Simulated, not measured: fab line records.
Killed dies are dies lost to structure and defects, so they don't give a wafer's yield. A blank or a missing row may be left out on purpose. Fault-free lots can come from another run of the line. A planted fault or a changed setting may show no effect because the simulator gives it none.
Which tool was responsible? ; flow nand-harc ; Sampling: 12 lots, 36 wafers, 2 of 1302 route steps

## WHAT EACH GAUGE READ, for each wafer
NHARC_P_BONDPAD_INSPECT_23.
lot;measured;on;raw-defect-count
L075;day 7 08:17;defect-inspect-02;273 343 233
L077;day 7 21:37;defect-inspect-01;255 208 313
L079;day 8 13:32;defect-inspect-02;380 368 608
L081;day 9 13:50;defect-inspect-02;297 241 237
L083;day 10 21:38;defect-inspect-02;233 154 202
L085;day 11 08:00;defect-inspect-01;240 430 258
L087;day 11 23:41;defect-inspect-02;759 369 345
L088;day 12 19:17;defect-inspect-01;187 200 225
L091;day 13 13:36;defect-inspect-01;227 427 429
L093;day 14 14:43;defect-inspect-01;158 194 247
L094;day 15 18:58;defect-inspect-01;263 250 194
L097;day 16 01:58;defect-inspect-02;378 310 265

## EACH LOT AND THE TOOL THAT RAN IT (in order: tool; ch and the chambers of the sampled wafers; start)
lot;NHARC_P_BONDPAD_ETCH_24
L075;rie-diel-08 ch 0,2,3, day 7 06:15
L077;rie-diel-08 ch 0,1,2, day 7 21:37 or earlier
L079;rie-diel-08 ch 0,1,2, day 8 13:32 or earlier
L081;rie-diel-05 ch 1,2,3, day 9 13:50 or earlier
L083;rie-diel-08 ch 0,1, day 10 21:38 or earlier
L085;rie-diel-05 ch 1,2, day 11 08:00 or earlier
L087;rie-diel-08 ch 0,1, day 11 23:41 or earlier
L088;rie-diel-13 ch 0,1,2, day 12 19:17 or earlier
L091;rie-diel-05 ch 0,1,3, day 13 13:36 or earlier
L093;rie-diel-13 ch 0,1,3, day 14 14:43 or earlier
L094;rie-diel-05 ch 0,3, day 15 18:58 or earlier
L097;rie-diel-08 ch 0,1, day 16 01:58 or earlier
- NHARC_P_BONDPAD_ETCH_24: etches the open film in CF4/N2, target depth 30 nm, time 72.99 s.

## THE ANSWER, worked out from the rows above alone
Rule: the lots themselves supply what counts as usual. The widest of any qualifying gaps counts: lots, ordered by their means at a reading, are off when they make up no more than a third of the lots, leave a main group of 4 or more, and stand apart from it by 3 or more times the standard deviation of that group's means. Not used: any main group whose means are identical at the precision the tables above print for the reading. Also off: a lot with no number at a reading for which 4 or more lots have one. Where the step has rows for the other lots, those lots are counted as sound.
None of the lots is off at any reading shown; this tells nothing.

## WHAT WAS PUT IN BY THE SIMULATOR
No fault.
